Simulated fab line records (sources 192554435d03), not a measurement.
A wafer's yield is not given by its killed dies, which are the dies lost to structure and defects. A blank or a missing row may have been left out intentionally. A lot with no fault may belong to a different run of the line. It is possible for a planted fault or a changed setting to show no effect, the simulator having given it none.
A struck lot beside a sound one / flow n5Finfet / 14 out of 1938 route steps
Sound: wafers L238.2, L238.4, L238.6. Struck: wafer L251.1 (L251.2, L251.6, from the same lot, were not struck and are left out); the cause is given at the end.
Each step with rows lists, per side, the tool, then ch with its chambers, then its first start. Under that, the readings that differ: sound wafers / struck wafers / difference of the means / sigmas: that difference in standard deviations of wafers without a fault.
alike: a reading whose means differ by less than 2 such deviations, as well as words and numbers matching on both sides. not compared: withheld readings; readings where some wafer has no value; bounds like >300 that might hide an equal value; numbers whose values overlap and for which the record gives no deviation.
The two part at a step that has a row with sigmas, a row that says differs or no value, or rows on one side only. Non-overlapping numbers with no deviation appear without sigmas and do not part them. A reading that every wafer of one side lacks parts them only if that side has two wafers or more.

N5_HKMG_FIN_ALD_72: deposits W, target thk 2 nm, pulse time 1 s, purge time 2 s.
  sound on cvdW-02 ch 0,1, day 4 06:16; struck on cvdW-01 ch 0, day 7 14:07
  alike: heaterPowerW, precursorPulseHeightRel
then, 3 steps without rows for these wafers: N5_HKMG_FIN_W_FILL_22 (material W, target thk 60 nm, time 18.2 s); N5_HKMG_FIN_PRECLEAN_83 (cleans in DIW, time 57.5 s); N5_HKMG_FIN_SRD_84 (dry time 32 s).
N5_HKMG_FIN_CMP_23: polishes, stops on SiNx, t overpolish 10 s, target thk 46.326 nm.
  sound on cmp-02 ch 0,3, day 4 06:31; struck on cmp-03 ch 0, day 7 14:22
  alike: motorCurrentA, overpolishRunS, slurryFlowMlMin, timeToEndpointS
  not compared: padLifeWafers
N5_HKMG_FIN_CMP_94: polishes, stops on SiNx, t overpolish 4.7 s, target thk 43.299 nm.
  sound on cmp-02 ch 0,3, day 4 06:56; struck on cmp-03 ch 0, day 7 14:47
  alike: motorCurrentA, slurryFlowMlMin
  not compared: padLifeWafers
N5_HKMG_FIN_INSPECT_28: inspects for defects (darkfield).
  struck on defectInspect-02, day 7 14:59; sound on defectInspect-01, day 4 07:08
  alike: rawDefectCount
then, 3 steps without rows for these wafers: N5_GATE_CUT_ETCHBACK_00 (etches W in SF6/Cl2); N5_GATE_CUT_ETCH_56 (etches TiN in Cl2/Ar, target depth 21.6 nm); N5_GATE_CUT_ETCHBACK_30 (etches TiN in Cl2/Ar, target depth 3 nm).
N5_GATE_CUT_VAPOR_ETCH_60: etches HfO2 in BCl3/Cl2.
  sound on rieMetal-01 ch 1, day 4 07:40; struck on rieMetal-02 ch 1, day 7 15:16
  alike: drypumpMotorCurrentA, oesProductAu
N5_GATE_CUT_ETCH_58: etches SiNx in CH3F/O2, target depth 17 nm, time 128.6 s.
  sound on rieDiel-04 ch 0,3, day 4 07:44; struck on rieDiel-04 ch 1, day 7 15:19
reading=biasW (W); sound=21.02 21.12 21.04; struck=23.66; difference=+2.60; sigmas=+41
reading=rfVppV (V); sound=97.9 100.2 98.5; struck=105.8; difference=+6.9; sigmas=+8
reading=model.etch.depthNm (nm); sound=17.29 17.3 17.15; struck=18.2; difference=+1.0; sigmas=
  alike: drypumpMotorCurrentA, oesProductAu, showerheadPlenumPTorr, throttleValvePct
  not compared: rfHoursCounterH
N5_GATE_CUT_STRIP_59: strips in N2/H2, time 20 s.
  sound on rieDiel-04 ch 0,3, day 4 07:50; struck on rieDiel-04 ch 1, day 7 15:25
  alike: drypumpMotorCurrentA, n2FlowSccm, oesProductAu, rfVppV, showerheadPlenumPTorr, throttleValvePct
  not compared: rfHoursCounterH
-- here the record skips 9 days between the struck wafers' starts before and after, leaving off in module GATE_CUT and picking up in module PASSIVATION (first step shown: number 1936 of the route) --
N5_PASSIVATION_PROBE_49:
  rows exist in the record for the struck wafers here (prober-02, day 17 00:17), but not for the sound ones

## WHERE THEY PART
First at N5_GATE_CUT_ETCH_58; last, within this record, at N5_PASSIVATION_PROBE_49.

WHY: what had been put in by the simulator
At N5_GATE_CUT_ETCH_58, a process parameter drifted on rieDiel-04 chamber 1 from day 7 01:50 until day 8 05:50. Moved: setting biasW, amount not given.
